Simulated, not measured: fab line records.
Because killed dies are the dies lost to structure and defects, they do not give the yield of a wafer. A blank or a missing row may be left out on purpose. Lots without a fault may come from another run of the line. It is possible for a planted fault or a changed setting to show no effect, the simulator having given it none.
Commonality check across tools | flow nand harc | Lots sampled 3, wafers sampled 9

## WHAT PROMPTED THE OPENING
At NHARC_END_SORT_01 the reading killed dies is flagged on 3 of 3 lots. Wafers without a fault read 66, standard deviation 23.
Rule: a lot gets a flag if all its wafers with a number sit over 4 standard deviations from that mean, or if no wafer of it has a number. All remaining lots are regarded as sound.

lot  | measured     | on        | killed dies, wafer by wafer | flag
L717 | day 32 06:49 | prober-02 | 677 677 677                 | FLAGGED
L718 | day 32 17:28 | prober-01 | 677 677 677                 | FLAGGED
L719 | day 33 03:43 | prober-01 | 677 677 677                 | FLAGGED
On average the flagged lots' numbers are 677, which is +611 against the usual, or +27 standard deviations.

## LOT BY LOT: THE TOOL USED
The record holds 5 process steps before the reading, out of a route of 1302 steps. Read each cell as the tool, then ch plus the chambers that the sampled wafers visited, then the start.
lot  | flag    | NHARC_A_WL_FILL_ETCHBACK_04       | NHARC_A_WL_FILL_ETCHBACK_17       | NHARC_A_WL_FILL_ALD_19              | NHARC_A_WL_FILL_CVD_20        | NHARC_A_WL_FILL_CMP_12
L717 | FLAGGED | rie metal-01 ch 0,1, day 28 01:24 | rie metal-03 ch 0,1, day 28 16:17 | ald metal-03 ch 1,2, day 28 21:46   | cvd w-01 ch 0, day 28 21:58   | cmp-02 ch 0,1,2, day 28 22:09
L718 | FLAGGED | rie metal-01 ch 0,1, day 28 12:58 | rie metal-01 ch 0,1, day 28 22:55 | ald metal-01 ch 1,2,3, day 29 04:21 | cvd w-02 ch 0,1, day 29 04:47 | cmp-03 ch 0,1,3, day 29 05:00
L719 | FLAGGED | rie metal-02 ch 0,1, day 28 12:51 | rie metal-03 ch 0, day 29 02:02   | ald metal-03 ch 0,1,3, day 29 07:35 | cvd w-01 ch 0,1, day 29 07:49 | cmp-02 ch 0,1, day 29 07:57
What these steps do:
- NHARC_A_WL_FILL_ETCHBACK_04: etches the open film in NF3, target depth 60 nm, time 120 s.
- NHARC_A_WL_FILL_ETCHBACK_17: etches the open film in Cl2/BCl3, target depth 4 nm, time 26.7 s.
- NHARC_A_WL_FILL_ALD_19: deposits TiN, target thk 2 nm, pulse time 3 s, ald cycles 100.
- NHARC_A_WL_FILL_CVD_20: deposits W, target thk 100 nm, time 74 s.
- NHARC_A_WL_FILL_CMP_12: polishes, t overpolish 30 s, target thk 100 nm.
- NHARC_END_SORT_01

## FLAGGED AGAINST TOTAL, ONE TOOL AT A TIME (gauges that did the reading follow at the end)
step                        | tool         | lots run | flagged | share of the flagged lots | sound lots run after its first flagged lot
NHARC_A_WL_FILL_ETCHBACK_04 | rie metal-01 | 2        | 2       | some                      | 0
NHARC_A_WL_FILL_ETCHBACK_04 | rie metal-02 | 1        | 1       | some                      | 0
NHARC_A_WL_FILL_ETCHBACK_17 | rie metal-01 | 1        | 1       | some                      | 0
NHARC_A_WL_FILL_ETCHBACK_17 | rie metal-03 | 2        | 2       | some                      | 0
NHARC_A_WL_FILL_ALD_19      | ald metal-01 | 1        | 1       | some                      | 0
NHARC_A_WL_FILL_ALD_19      | ald metal-03 | 2        | 2       | some                      | 0
NHARC_A_WL_FILL_CVD_20      | cvd w-01     | 2        | 2       | some                      | 0
NHARC_A_WL_FILL_CVD_20      | cvd w-02     | 1        | 1       | some                      | 0
NHARC_A_WL_FILL_CMP_12      | cmp-02       | 2        | 2       | some                      | 0
NHARC_A_WL_FILL_CMP_12      | cmp-03       | 1        | 1       | some                      | 0
NHARC_END_SORT_01           | prober-01    | 2        | 2       | some                      | 0
NHARC_END_SORT_01           | prober-02    | 1        | 1       | some                      | 0

## WHAT IS ALLOWED BY THE TABLE
No row of the table ran every flagged lot.

## WHAT THE SIMULATOR HAD PUT IN
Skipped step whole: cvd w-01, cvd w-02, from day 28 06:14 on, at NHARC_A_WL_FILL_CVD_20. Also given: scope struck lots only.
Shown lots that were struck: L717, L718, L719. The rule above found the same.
